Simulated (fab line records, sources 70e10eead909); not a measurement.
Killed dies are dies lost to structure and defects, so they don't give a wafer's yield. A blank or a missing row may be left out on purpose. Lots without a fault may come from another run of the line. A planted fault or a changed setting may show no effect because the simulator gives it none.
A struck lot beside a sound one | flow nand_harc | 45 steps out of a route of 1302
Sound: wafers L960.1, L960.3, L960.4. Struck: wafers L954.1, L954.4, L954.6. The cause comes at the end.
At each step with rows: each side's tool, then ch and its chambers, then its first start. Under that, the readings that differ: sound wafers | struck wafers | difference of the means | sigmas: that difference in standard deviations of wafers without a fault.
alike: readings whose means differ by less than 2 such deviations, and words and numbers that are the same on both sides. not compared: withheld readings, readings that some wafer has no value for, bounds like >300 that may hide the same value, and numbers for which the record gives no deviation and whose values overlap.
The two part at a step that has a row with sigmas, a row that says differs or no value, or rows on one side only. Numbers that don't overlap but have no deviation are shown without sigmas and don't part them. A reading that every wafer of one side lacks parts them only if that side has two wafers or more.

first, 9 steps without rows for these wafers: NHARC_P_ZERO_WELL_DEHYDRATE_03 (time 120 s); NHARC_P_ZERO_WELL_HMDS_04 (time 30 s); NHARC_P_ZERO_WELL_COAT_64 (time 65 s); NHARC_P_ZERO_WELL_COAT_05 (resist thk 600 nm); NHARC_P_ZERO_WELL_SOFTBAKE_06 (time 70 s); NHARC_P_ZERO_WELL_EBR_07; NHARC_P_ZERO_WELL_EXPOSE_08 (exposes mask P ZERO, target cd 500 nm); NHARC_P_ZERO_WELL_PEB_09 (peb time 80 s); NHARC_P_ZERO_WELL_DEVELOP_10 (time 50 s).
NHARC_P_ZERO_WELL_CD_MEAS_11: target cd 500 nm.
  sound on cd_sem-01 ch 0, day 7 07:15; struck on cd_sem-03 ch 0, day 4 19:14
  alike: cd_nm
then, 1 step without rows for these wafers: NHARC_P_ZERO_WELL_HARDBAKE_12 (time 65 s).
NHARC_P_ZERO_WELL_DESCUM_13: chemistry O2, time 3 s.
  sound on rie_diel-12 ch 0,2,3, day 7 07:24; struck on rie_diel-01 ch 1,2, day 4 19:25
  alike: drypump_motor_current_A, oes_product_au, rf_vpp_V, showerhead_plenum_p_Torr, throttle_valve_pct
  not compared: rf_hours_counter_h
NHARC_P_ZERO_WELL_ETCH_65: etches the open film in N2/H2, target depth 80 nm, overetch 24 nm, time 87.88 s.
  sound on rie_diel-12 ch 0,1,3, day 7 07:29; struck on rie_diel-01 ch 1,2, day 4 19:31
  alike: drypump_motor_current_A, oes_product_au, rf_vpp_V, showerhead_plenum_p_Torr, throttle_valve_pct
  not compared: rf_hours_counter_h
NHARC_P_ZERO_WELL_ETCH_62: etches the open film in CHF3/Ar, target depth 13 nm, time 6.5 s.
  sound on rie_diel-12 ch 0,1,3; struck on rie_diel-01 ch 0,1
  reading                         | sound             | struck            | difference | sigmas
  rf_vpp_V (V)                    | 371.2 375.4 373.9 | 368.2 370.2 367.1 | -5.0       | -2
  showerhead_plenum_p_Torr (Torr) | 2.27 2.53 2.53    | 2.17 2.33 2.17    | -0.22      | -2
  alike: drypump_motor_current_A, oes_product_au, throttle_valve_pct
  not compared: rf_hours_counter_h
NHARC_P_ZERO_WELL_ETCH_63: etches the open film in HBr/Cl2, target depth 120 nm, time 40.1 s.
  sound on rie_si-01 ch 0,1,3, day 7 07:40; struck on rie_si-05 ch 1,2, day 4 19:41
  alike: drypump_motor_current_A, oes_product_au, throttle_valve_pct
  not compared: rf_hours_counter_h
then, 9 steps without rows for these wafers: NHARC_P_ZERO_WELL_STRIP_15 (strips in SPM, time 900 s); NHARC_P_ZERO_WELL_DEHYDRATE_16 (time 120 s); NHARC_P_ZERO_WELL_HMDS_17 (time 30 s); NHARC_P_ZERO_WELL_COAT_18; NHARC_P_ZERO_WELL_SOFTBAKE_19 (time 95 s); NHARC_P_ZERO_WELL_EBR_20; NHARC_P_ZERO_WELL_EXPOSE_21 (exposes mask P NWELL, target cd 720 nm); NHARC_P_ZERO_WELL_PEB_22 (peb time 85 s); NHARC_P_ZERO_WELL_DEVELOP_23 (time 70 s).
NHARC_P_ZERO_WELL_CD_MEAS_24: target cd 720 nm.
  sound on cd_sem-01 ch 0, day 7 08:35; struck on cd_sem-01 ch 0, day 4 20:37
  alike: cd_nm
then, 1 step without rows for these wafers: NHARC_P_ZERO_WELL_HARDBAKE_25 (time 80 s).
NHARC_P_ZERO_WELL_DESCUM_26: chemistry O2, time 3 s.
  sound on rie_diel-13 ch 1,2,3, day 7 08:45; struck on rie_diel-13 ch 1,2,3, day 4 20:47
  alike: drypump_motor_current_A, oes_product_au, rf_vpp_V, showerhead_plenum_p_Torr, throttle_valve_pct
  not compared: rf_hours_counter_h
then, 12 steps without rows for these wafers: NHARC_P_ZERO_WELL_IMPLANT_27; NHARC_P_ZERO_WELL_IMPLANT_57; NHARC_P_ZERO_WELL_IMPLANT_58; NHARC_P_ZERO_WELL_STRIP_28 (strips in SPM, time 840 s); NHARC_P_ZERO_WELL_DEHYDRATE_29 (time 120 s); NHARC_P_ZERO_WELL_HMDS_30 (time 30 s); NHARC_P_ZERO_WELL_COAT_31; NHARC_P_ZERO_WELL_SOFTBAKE_32 (time 95 s); NHARC_P_ZERO_WELL_EBR_33; NHARC_P_ZERO_WELL_EXPOSE_34 (exposes mask P PWELL, target cd 720 nm); NHARC_P_ZERO_WELL_PEB_35 (peb time 85 s); NHARC_P_ZERO_WELL_DEVELOP_36 (time 70 s).
NHARC_P_ZERO_WELL_CD_MEAS_37: target cd 720 nm.
  sound on cd_sem-01 ch 0, day 7 10:06; struck on cd_sem-01 ch 0, day 5 02:10
  alike: cd_nm
then, 1 step without rows for these wafers: NHARC_P_ZERO_WELL_HARDBAKE_38 (time 80 s).
NHARC_P_ZERO_WELL_DESCUM_39: chemistry O2, time 3 s.
  sound on rie_diel-13 ch 1,3, day 7 10:20; struck on rie_diel-13 ch 1,3, day 5 02:20
  alike: drypump_motor_current_A, oes_product_au, rf_vpp_V, showerhead_plenum_p_Torr, throttle_valve_pct
  not compared: rf_hours_counter_h
NHARC_P_ZERO_WELL_INSPECT_43:
  sound on defect_inspect-02, day 7 13:45; struck on defect_inspect-01, day 5 05:37
  reading          | sound  | struck      | difference | sigmas
  raw_defect_count | 12 6 9 | 668 681 705 | +676       | +99 or more
NHARC_P_STI_INSPECT_11:
  sound on defect_inspect-01, day 8 05:20; struck on defect_inspect-01, day 5 20:41
  reading          | sound | struck      | difference | sigmas
  raw_defect_count | 9 5 9 | 664 682 690 | +671       | +99 or more
-- the record jumps here: 22 days lie between the struck wafers' starts before and after (it left off in module P_STI and takes up again in module END, whose first step shown is number 1302 of the route) --
NHARC_END_SORT_01:
  the record has rows for the struck wafers here (prober-02 ch 0, day 27 15:29) and none for the sound ones

WHERE THEY PART
First at NHARC_P_ZERO_WELL_ETCH_62; last, within this record, at NHARC_END_SORT_01.

WHY: what the simulator had put in
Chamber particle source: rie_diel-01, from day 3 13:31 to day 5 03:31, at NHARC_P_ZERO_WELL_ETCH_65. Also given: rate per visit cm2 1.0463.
